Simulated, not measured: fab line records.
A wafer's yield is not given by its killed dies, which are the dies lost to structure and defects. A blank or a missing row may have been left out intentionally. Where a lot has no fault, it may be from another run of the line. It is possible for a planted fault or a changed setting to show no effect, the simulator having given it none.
fab line records	flow n5_finfet	part 1 of 2: steps 1 to 16 of 27
record lots=5	wafers=15	last_day=19
route steps=1938 shown BEOL_M3@965
lots with no fault: from the same line, run without faults
start_h: the number of hours between the record's first day and the start of the first shown wafer of the lot	wait_h: time in hours since the lot's previous step	" identical to the entry in the row above	L1.1+2: several wafers, shown together as one row	- no value present, or no start provided	* or withheld: withheld	< > ~ a bound
route shown NAME@n: a module of which the file shows steps, and the number in the route of the first	usual: average and standard deviation across the fault-free wafers	same: alike in all rows	chamber/n: place in a boat	sites: the reading at each site	_std_site: standard deviation of those values	_edge_site: outer sites' mean less inner sites'	radius_mm: how far each site lies from the wafer's centre	mask NAME#n: copy n	behind: the most recent tool/chamber to have shaped the wafer	hold: why the lot went on hold/how many hours it stayed there/how the hold came to an end	device: the transistor (n, p or np) that didn't switch	end of line: tests run on the same wafers once the route is complete	a step without rows: its recipe alone	killed: count of dies lost to structure and defects at first sort (not the wafer's yield)	map: shows each die of a wafer: x if killed, . if not, _ if none is there
set.NAME: the run value of the setting; set.NAME@STEP: its run value at that earlier step	model.NAME: the simulator's own value behind a step, which no gauge read
lots seen at some steps along the route; tables by step, rows by wafer
services: the hour from which a tool's chamber was out of use, counted from the record's first day as start_h (under 0 if before that day), plus the number of hours and why
## steps
# step N5_BEOL_M3_DEVELOP_27
# recipe develop_time_s=30	developer=TMAH	resist=CAR-EUV	rinse_liquid=surfactant_rinse	dry=air_spin	dev_temp_c=23
lot.wafer	tool	chamber	start_h	wait_h
L077.2+3+6	litho_track-04	0	-	-
L084.2+3+5	litho_track-05	0	-	-
L086.2+3+4	litho_track-03	0	-	-
L091.3+4+5	litho_track-04	0	-	-
L095.1+3+4	litho_track-03	0	-	-
# step N5_BEOL_M3_CD_MEAS_28
# recipe target_cd_nm=25.7	landing_energy_ev=500	detector=se_inlens	target_cd_y_nm=23.3	polarity=opening
# usual cd_nm=25.73/0.27
lot.wafer	tool	chamber	start_h	wait_h	cd_nm
L077.2	cd_sem-02	0	194.43	-	25.86
L077.3	"	0	"	"	25.93
L077.6	"	0	"	"	25.49
L084.2	cd_sem-02	0	233.18	-	25.90
L084.3	"	0	"	"	26.24
L084.5	"	0	"	"	25.65
L086.2	cd_sem-01	0	257.45	-	25.34
L086.3	"	0	"	"	25.88
L086.4	"	0	"	"	25.21
L091.3	cd_sem-03	0	271.24	-	26.37
L091.4	"	0	"	"	25.95
L091.5	"	0	"	"	26.06
L095.1	cd_sem-01	0	306.48	-	25.80
L095.3	"	0	"	"	26.01
L095.4	"	0	"	"	25.66
# step N5_BEOL_M3_OVL_MEAS_29
# recipe points_per_wafer=522
# usual V2_OVL=0.0/0.58
lot.wafer	tool	chamber	start_h	wait_h	V2_OVL[nm]
L077.2	overlay-02	0	194.47	0.0	0.2
L077.3	"	0	"	"	-0.1
L077.6	"	0	"	"	-0.5
L084.2	overlay-01	0	233.22	0.0	0.1
L084.3	"	0	"	"	-0.7
L084.5	"	0	"	"	-0.1
L086.2	overlay-01	0	257.49	0.0	-1.1
L086.3	"	0	"	"	-0.8
L086.4	"	0	"	"	-0.6
L091.3	overlay-01	0	271.28	0.0	-0.3
L091.4	"	0	"	"	0.4
L091.5	"	0	"	"	-0.1
L095.1	overlay-02	0	306.51	0.0	-0.7
L095.3	"	0	"	"	0.9
L095.4	"	0	"	"	0.2
# step N5_BEOL_M3_INSPECT_30
# recipe mode=adi	inspect_instrument=brightfield
# usual raw_defect_count=403/91
lot.wafer	tool	chamber	start_h	wait_h	raw_defect_count
L077.2	defect_inspect-01	-	194.52	0.0	616
L077.3	"	-	"	"	436
L077.6	"	-	"	"	378
L084.2	defect_inspect-01	-	233.27	0.0	295
L084.3	"	-	"	"	307
L084.5	"	-	"	"	285
L086.2	defect_inspect-02	-	257.54	0.0	613
L086.3	"	-	"	"	472
L086.4	"	-	"	"	552
L091.3	defect_inspect-02	-	271.33	0.0	354
L091.4	"	-	"	"	362
L091.5	"	-	"	"	366
L095.1	defect_inspect-02	-	306.57	0.1	483
L095.3	"	-	"	"	317
L095.4	"	-	"	"	323
# step N5_BEOL_M3_DESCUM_33
# recipe chemistry=O2	time_s=7	source_power_w=50	bias_power_w=20	pressure_mtorr=20	rf_frequency_hz=2.712e+07	temp_c=40	resist=CAR-EUV	o2_flow_sccm=225
# usual drypump_motor_current_A=5.8/0.46	o2_flow_sccm=225.0/0.7	oes_product_au=0.78/0.092	rf_vpp_V=242.7/1.7	showerhead_plenum_p_Torr=2.07/0.088	throttle_valve_pct=20.55/0.22
lot.wafer	tool	chamber	start_h	wait_h	drypump_motor_current_A	o2_flow_sccm	oes_product_au	rf_hours_counter_h	rf_vpp_V	showerhead_plenum_p_Torr	throttle_valve_pct
L077.2	rie_diel-06	0	194.72	0.2	5.2	224.9	0.77	126	241.4	1.93	20.69
L077.3	"	2	"	"	6.1	225.6	0.93	15	243.8	2.14	20.52
L077.6	"	0	"	"	5.2	224.2	0.78	-	238.7	1.93	20.71
L084.2	rie_diel-06	0	233.41	0.1	5.3	225.9	0.75	142	240.9	1.92	20.71
L084.3	"	1	"	"	6.4	224.9	0.74	189	241.7	2.08	20.80
L084.5	"	0	"	"	5.3	224.3	0.75	-	241.1	1.92	20.72
L086.2	rie_diel-06	1	257.58	0.0	6.5	224.7	0.74	196	243.8	2.08	20.82
L086.3	"	2	"	"	6.1	224.6	0.89	37	242.8	2.13	20.57
L086.4	"	0	"	"	5.3	226.0	0.74	149	240.4	1.92	20.73
L091.3	rie_diel-05	0	271.87	0.5	5.8	225.3	0.92	23	240.5	2.04	20.31
L091.4	"	2	"	"	6.0	224.3	0.74	-	244.5	2.17	20.83
L091.5	"	3	"	"	5.1	224.0	0.69	-	242.9	2.08	20.29
L095.1	rie_diel-05	2	306.61	0.0	6.0	225.4	0.73	182	244.4	2.16	20.84
L095.3	"	1	"	"	5.6	225.6	0.98	7	242.6	2.14	20.17
L095.4	"	1	"	"	5.6	224.7	0.97	-	244.8	2.14	20.18
# step N5_BEOL_M3_ETCH_77
# recipe chemistry=N2/H2	target=underlayer	target_depth_a=65	mask_material=CAR-EUV	time_s=5.2	ion_energy_ev=200	pressure_mtorr=30	source_w=840	bias_w=150	n2_flow_sccm=200	h2_flow_sccm=200	ends=cleared
# usual drypump_motor_current_A=5.8/0.45	etch_rf_on_time_s=5.18/0.12	oes_product_au=0.67/0.075	rf_vpp_V=523/3.2	showerhead_plenum_p_Torr=2.51/0.11	throttle_valve_pct=18.00/0.21
lot.wafer	tool	chamber	start_h	wait_h	drypump_motor_current_A	etch_rf_on_time_s	oes_product_au	rf_hours_counter_h	rf_vpp_V	showerhead_plenum_p_Torr	throttle_valve_pct
L077.2	rie_diel-06	0	194.76	0.0	5.3	4.97	0.66	126	521	2.35	18.07
L077.3	"	2	"	"	6.1	5.35	0.78	15	526	2.60	17.90
L077.6	"	0	"	"	5.2	5.00	0.66	-	519	2.35	18.09
L084.2	rie_diel-06	0	233.45	0.0	5.3	5.06	0.65	142	518	2.34	18.10
L084.3	"	1	"	"	6.5	5.04	0.65	189	523	2.51	18.16
L084.5	"	0	"	"	5.3	5.06	0.66	-	519	2.34	18.10
L086.2	rie_diel-06	1	257.61	0.0	6.5	5.14	0.63	196	524	2.51	18.17
L086.3	"	2	"	"	6.1	5.43	0.74	37	527	2.59	17.92
L086.4	"	0	"	"	5.3	5.10	0.64	149	519	2.34	18.12
L091.3	rie_diel-05	0	271.91	0.0	5.7	5.20	0.78	23	522	2.48	17.77
L091.4	"	2	"	"	6.0	5.21	0.62	-	526	2.65	18.41
L091.5	"	3	"	"	5.2	5.36	0.58	-	523	2.51	17.75
L095.1	rie_diel-05	2	306.64	0.0	6.0	5.18	0.62	182	524	2.65	18.39
L095.3	"	1	"	"	5.7	5.25	0.81	7	525	2.61	17.71
L095.4	"	1	"	"	5.6	5.24	0.82	-	525	2.61	17.70
# step N5_BEOL_M3_ETCH_69
# recipe chemistry=CF4	target=SiARC	target_depth_a=156	mask_material=CAR-EUV	time_s=26	ion_energy_ev=80	pressure_mtorr=40	source_w=545	bias_w=36	Ar_flow_sccm=100	cf4_flow_sccm=100	ends=cleared
# usual cf4_flow_sccm=99.99/0.29	drypump_motor_current_A=5.8/0.45	etch_rf_on_time_s=26.0/0.61	oes_product_au=0.67/0.075	rf_vpp_V=183.8/1.3	showerhead_plenum_p_Torr=2.12/0.083	throttle_valve_pct=15.73/0.25
lot.wafer	tool	chamber	start_h	wait_h	cf4_flow_sccm	drypump_motor_current_A	etch_rf_on_time_s	oes_product_au	rf_hours_counter_h	rf_vpp_V	showerhead_plenum_p_Torr	throttle_valve_pct
L077.2	rie_diel-06	0	194.77	0.0	99.42	5.2	25.3	0.67	126	183.6	1.98	15.82
L077.3	"	2	"	"	99.89	6.1	26.7	0.77	15	184.8	2.18	15.65
L077.6	"	0	"	"	100.07	5.2	25.1	0.67	-	182.9	1.98	15.82
L084.2	rie_diel-06	0	233.46	0.0	99.88	5.2	25.3	0.66	142	182.5	1.97	15.83
L084.3	"	1	"	"	100.01	6.5	25.2	0.64	189	184.0	2.12	15.95
L084.5	"	0	"	"	100.09	5.3	25.4	0.65	-	181.8	1.97	15.85
L086.2	rie_diel-06	1	257.63	0.0	99.89	6.4	25.8	0.64	196	183.1	2.11	15.96
L086.3	"	2	"	"	99.98	6.1	26.9	0.74	37	185.4	2.18	15.69
L086.4	"	0	"	"	100.52	5.2	25.7	0.64	149	181.9	1.97	15.87
L091.3	rie_diel-05	0	271.93	0.0	100.25	5.8	25.9	0.78	23	183.2	2.11	15.47
L091.4	"	2	"	"	100.44	6.0	25.6	0.63	-	185.9	2.22	16.04
L091.5	"	3	"	"	100.09	5.1	26.4	0.59	-	184.4	2.10	15.43
L095.1	rie_diel-05	2	306.66	0.0	100.28	6.0	25.6	0.63	182	184.4	2.21	16.09
L095.3	"	1	"	"	99.92	5.6	26.3	0.82	7	184.9	2.19	15.23
L095.4	"	1	"	"	100.03	5.6	26.2	0.83	-	186.0	2.19	15.22
# step N5_BEOL_M3_ALD_98
# recipe material=SiO2	target_thk_a=25	temp_c=100	ald_precursor_family=BDEAS	ald_co_reactant=O2-plasma	pulse_time_s=1	co_reactant_pulse_time_s=1	purge_time_s=2	co_reactant_purge_time_s=2	ald_cycles=17	pressure_torr=2
# usual heater_power_w=83/8.7	precursor_pulse_height_rel=0.997/0.02
# same pulse_time_s=1
lot.wafer	tool	chamber	start_h	wait_h	heater_power_w	precursor_pulse_height_rel
L077.2	ald_sin-02	2	194.86	0.1	80	1.012
L077.3	"	3	"	"	81	1.004
L077.6	"	3	"	"	81	0.968
L084.2	ald_sin-01	2	234.14	0.6	76	0.976
L084.3	"	1	"	"	84	1.006
L084.5	"	0	"	"	103	0.995
L086.2	ald_sin-02	0	257.71	0.1	73	0.962
L086.3	"	2	"	"	78	0.991
L086.4	"	1	"	"	79	1.026
L091.3	ald_sin-03	0	272.38	0.4	89	1.021
L091.4	"	1	"	"	76	1.008
L091.5	"	1	"	"	77	1.005
L095.1	ald_sin-03	2	306.74	0.1	81	0.993
L095.3	"	0	"	"	89	0.988
L095.4	"	1	"	"	77	1.006
# step N5_BEOL_M3_ETCHBACK_99
# recipe chemistry=CHF3	target=SiO2	target_depth_a=50	time_s=10.4	source_w=215	bias_w=47	Ar_flow_sccm=200	CHF3_flow_sccm=12	ion_energy_ev=100	pressure_mtorr=30
# usual drypump_motor_current_A=5.7/0.48	oes_ar_750_au=0.82/0.09	oes_product_au=0.82/0.096	rf_vpp_V=243/3.7	showerhead_plenum_p_Torr=2.16/0.076	throttle_valve_pct=17.07/0.27
lot.wafer	tool	chamber	start_h	wait_h	drypump_motor_current_A	oes_ar_750_au	oes_product_au	rf_hours_counter_h	rf_vpp_V	showerhead_plenum_p_Torr	throttle_valve_pct
L077.2	rie_diel-02	2	198.06	3.2	5.3	0.79	0.81	118	247	2.08	17.12
L077.3	"	0	"	"	6.1	0.70	0.70	250	242	2.22	16.96
L077.6	"	3	"	"	5.2	0.90	0.90	-	241	2.19	17.28
L084.2	rie_diel-05	0	237.75	3.6	5.8	0.94	0.94	11	241	2.12	16.95
L084.3	"	2	"	"	6.0	0.75	0.74	158	237	2.24	17.53
L084.5	"	0	"	"	5.8	0.94	0.95	-	242	2.12	16.95
L086.2	rie_diel-02	3	260.33	2.6	5.3	0.86	0.87	66	242	2.18	17.33
L086.3	"	0	"	"	6.2	0.93	0.93	12	241	2.21	16.50
L086.4	"	1	"	"	6.6	0.84	0.86	50	249	2.27	16.88
L091.3	rie_diel-02	1	291.36	18.9	6.5	0.83	0.84	60	248	2.26	16.88
L091.4	"	3	"	"	5.2	0.84	0.86	75	242	2.18	17.34
L091.5	"	0	"	"	6.1	0.91	0.91	-	240	2.21	16.51
L095.1	rie_diel-05	1	307.50	0.7	5.6	0.96	0.97	7	242	2.21	16.78
L095.3	"	0	"	"	5.8	0.88	0.89	35	242	2.11	17.01
L095.4	"	2	"	"	6.0	0.74	0.71	182	240	2.23	17.57
# step N5_BEOL_M3_ETCH_70
# recipe chemistry=N2/H2	target=SOC	target_depth_a=800	overetch_a=160	mask_material=SiARC	temp_c=40	time_s=120	ion_energy_ev=200	pressure_mtorr=30	source_w=840	bias_w=150	n2_flow_sccm=200	h2_flow_sccm=200
# usual drypump_motor_current_A=5.7/0.49	oes_product_au=0.62/0.069	rf_vpp_V=524.3/2.8	showerhead_plenum_p_Torr=2.55/0.1	throttle_valve_pct=17.87/0.25
lot.wafer	tool	chamber	start_h	wait_h	drypump_motor_current_A	oes_product_au	rf_hours_counter_h	rf_vpp_V	showerhead_plenum_p_Torr	throttle_valve_pct
L077.2	rie_diel-02	2	198.10	0.0	5.3	0.62	118	522.0	2.45	17.77
L077.3	"	0	"	"	6.2	0.53	250	527.5	2.62	17.79
L077.6	"	3	"	"	5.2	0.68	-	525.8	2.59	18.12
L084.2	rie_diel-05	0	237.78	0.0	5.8	0.71	11	523.3	2.48	17.72
L084.3	"	2	"	"	6.0	0.57	158	526.6	2.66	18.32
L084.5	"	0	"	"	5.8	0.72	-	521.0	2.48	17.71
L086.2	rie_diel-02	3	260.36	0.0	5.2	0.65	66	526.2	2.58	18.18
L086.3	"	0	"	"	6.2	0.70	12	527.2	2.61	17.32
L086.4	"	1	"	"	6.6	0.65	50	529.1	2.70	17.78
L091.3	rie_diel-02	1	291.39	0.0	6.6	0.64	60	529.1	2.70	17.80
L091.4	"	3	"	"	5.2	0.64	75	524.8	2.57	18.18
L091.5	"	0	"	"	6.2	0.68	-	526.0	2.61	17.35
L095.1	rie_diel-05	1	307.54	0.0	5.6	0.73	7	526.5	2.61	17.67
L095.3	"	0	"	"	5.8	0.68	35	521.9	2.47	17.76
L095.4	"	2	"	"	6.0	0.56	182	526.5	2.65	18.37
# step N5_BEOL_M3_STRIP_71
# recipe chemistry=N2/H2	temp_c=40	n2_flow_sccm=200	h2_flow_sccm=200	rf_frequency_hz=6e+07
lot.wafer	tool	chamber	start_h	wait_h
L077.2+3+6	rie_diel-02	2,0,3	198.18	0.0
L084.2+3+5	rie_diel-05	0,2,0	237.86	0.0
L086.2+3+4	rie_diel-02	3,0,1	260.44	0.0
L091.3+4+5	rie_diel-02	1,3,0	291.47	0.0
L095.1+3+4	rie_diel-05	1,0,2	307.62	0.0
# step N5_BEOL_M3_STRIP_78
# recipe chemistry=N2/H2	temp_c=40	n2_flow_sccm=200	h2_flow_sccm=200	rf_frequency_hz=6e+07
lot.wafer	tool	chamber	start_h	wait_h
L077.2+3+6	rie_diel-02	2,0,3	198.19	0.0
L084.2+3+5	rie_diel-05	0,2,0	237.87	0.0
L086.2+3+4	rie_diel-02	3,0,1	260.45	0.0
L091.3+4+5	rie_diel-02	1,3,0	291.48	0.0
L095.1+3+4	rie_diel-05	1,0,2	307.63	0.0
# step N5_BEOL_M3_VIA_ETCH_34
# recipe chemistry=C4F6/O2	target_depth_a=694	mask_material=SOC	pressure_mtorr=15	ion_energy_ev=250	taper_deg=4	time_s=65.9	source_w=350	bias_w=170	Ar_flow_sccm=300	C4F6_flow_sccm=10	O2_flow_sccm=10
# usual drypump_motor_current_A=5.7/0.48	oes_ar_750_au=0.82/0.09	oes_product_au=0.82/0.095	rf_vpp_V=673/9.8	showerhead_plenum_p_Torr=2.86/0.096	throttle_valve_pct=30.8/0.32
lot.wafer	tool	chamber	start_h	wait_h	drypump_motor_current_A	oes_ar_750_au	oes_product_au	rf_hours_counter_h	rf_vpp_V	showerhead_plenum_p_Torr	throttle_valve_pct
L077.2	rie_diel-02	2	198.20	0.0	5.3	0.80	0.81	118	684	2.75	30.9
L077.3	"	0	"	"	6.2	0.70	0.69	250	665	2.92	30.6
L077.6	"	3	"	"	5.3	0.89	0.89	-	669	2.89	31.3
L084.2	rie_diel-05	0	237.88	0.0	5.8	0.93	0.95	11	664	2.80	31.0
L084.3	"	2	"	"	6.0	0.75	0.74	158	659	2.96	31.2
L084.5	"	0	"	"	5.8	0.94	0.94	-	666	2.80	31.0
L086.2	rie_diel-02	3	260.46	0.0	5.3	0.86	0.85	66	668	2.88	31.3
L086.3	"	0	"	"	6.2	0.93	0.92	12	665	2.92	30.2
L086.4	"	1	"	"	6.6	0.84	0.85	50	685	2.99	30.5
L091.3	rie_diel-02	1	291.49	0.0	6.6	0.83	0.85	60	687	2.98	30.5
L091.4	"	3	"	"	5.2	0.84	0.86	75	667	2.88	31.3
L091.5	"	0	"	"	6.2	0.91	0.92	-	665	2.91	30.2
L095.1	rie_diel-05	1	307.64	0.0	5.6	0.96	0.96	7	668	2.91	30.7
L095.3	"	0	"	"	5.8	0.88	0.90	35	666	2.79	31.0
L095.4	"	2	"	"	6.0	0.74	0.72	182	660	2.94	31.2
# step N5_BEOL_M3_STRIP_83
# recipe chemistry=C4F6/O2	resist=SiARC	rf_frequency_hz=6e+07
lot.wafer	tool	chamber	start_h	wait_h
L077.2+3+6	rie_diel-02	2,0,3	198.25	0.0
L084.2+3+5	rie_diel-05	0,2,0	237.94	0.0
L086.2+3+4	rie_diel-02	3,0,1	260.51	0.0
L091.3+4+5	rie_diel-02	1,3,0	291.54	0.0
L095.1+3+4	rie_diel-05	1,0,2	307.69	0.0
# step N5_BEOL_M3_STRIP_36
# recipe chemistry=N2/H2	power_w=450	temp_c=40	pressure_mtorr=20	rf_frequency_hz=6e+07	overash_fraction=0.3	bias_power_w=7	h2_frac=0.5	n2_flow_sccm=200	h2_flow_sccm=200
# usual drypump_motor_current_A=5.7/0.48	oes_product_au=0.82/0.096	rf_vpp_V=59.2/1.4	showerhead_plenum_p_Torr=2.55/0.1	throttle_valve_pct=23.78/0.27
lot.wafer	tool	chamber	start_h	wait_h	drypump_motor_current_A	oes_product_au	rf_hours_counter_h	rf_vpp_V	showerhead_plenum_p_Torr	throttle_valve_pct
L077.2	rie_diel-02	2	198.26	0.0	5.3	0.81	118	58.3	2.44	23.55
L077.3	"	0	"	"	6.1	0.68	250	61.6	2.61	23.72
L077.6	"	3	"	"	5.3	0.90	-	61.5	2.58	24.18
L084.2	rie_diel-05	0	237.95	0.0	5.8	0.94	11	58.5	2.48	23.75
L084.3	"	2	"	"	6.0	0.74	158	59.5	2.65	24.18
L084.5	"	0	"	"	5.8	0.94	-	58.8	2.48	23.76
L086.2	rie_diel-02	3	260.52	0.0	5.3	0.86	66	59.2	2.57	24.22
L086.3	"	0	"	"	6.2	0.91	12	59.1	2.61	23.30
L086.4	"	1	"	"	6.6	0.84	50	60.4	2.70	23.72
L091.3	rie_diel-02	1	291.55	0.0	6.6	0.84	60	60.2	2.69	23.75
L091.4	"	3	"	"	5.3	0.84	75	58.4	2.57	24.22
L091.5	"	0	"	"	6.2	0.90	-	61.3	2.60	23.31
L095.1	rie_diel-05	1	307.70	0.0	5.6	0.97	7	57.2	2.61	23.77
L095.3	"	0	"	"	5.8	0.89	35	58.2	2.47	23.78
L095.4	"	2	"	"	6.0	0.73	182	58.4	2.64	24.24
# step N5_BEOL_M3_TRENCH_ETCH_37
# recipe chemistry=C4F6/O2	target_depth_a=555.55	target=SiOC	time_s=29.2	ion_energy_ev=250	pressure_mtorr=30	source_w=355	bias_w=185	Ar_flow_sccm=300	C4F6_flow_sccm=10	O2_flow_sccm=10
# usual drypump_motor_current_A=5.7/0.48	oes_ar_750_au=0.82/0.09	oes_product_au=0.82/0.095	rf_vpp_V=673/9.9	showerhead_plenum_p_Torr=2.86/0.096	throttle_valve_pct=20.88/0.28
lot.wafer	tool	chamber	start_h	wait_h	drypump_motor_current_A	oes_ar_750_au	oes_product_au	rf_hours_counter_h	rf_vpp_V	showerhead_plenum_p_Torr	throttle_valve_pct
L077.2	rie_diel-02	2	-	-	5.2	0.80	0.81	118	684	2.76	20.92
L077.3	"	0	"	"	6.2	0.70	0.70	250	666	2.93	20.70
L077.6	"	3	"	"	5.3	0.89	0.90	-	669	2.90	21.15
L084.2	rie_diel-05	0	-	-	5.8	0.94	0.94	11	665	2.81	20.85
L084.3	"	2	"	"	6.0	0.75	0.74	158	658	2.96	21.34
L084.5	"	0	"	"	5.8	0.93	0.95	-	665	2.81	20.85
L086.2	rie_diel-02	3	-	-	5.3	0.86	0.88	66	667	2.89	21.22
L086.3	"	0	"	"	6.2	0.94	0.92	12	666	2.92	20.31
L086.4	"	1	"	"	6.6	0.85	0.85	50	687	2.99	20.66
L091.3	rie_diel-02	1	-	-	6.5	0.84	0.84	60	688	2.99	20.67
L091.4	"	3	"	"	5.2	0.85	0.85	75	668	2.88	21.22
L091.5	"	0	"	"	6.1	0.91	0.91	-	665	2.92	20.32
L095.1	rie_diel-05	1	-	-	5.6	0.96	0.97	7	669	2.92	20.62
L095.3	"	0	"	"	5.8	0.89	0.90	35	666	2.80	20.88
L095.4	"	2	"	"	6.0	0.73	0.73	182	659	2.95	21.36
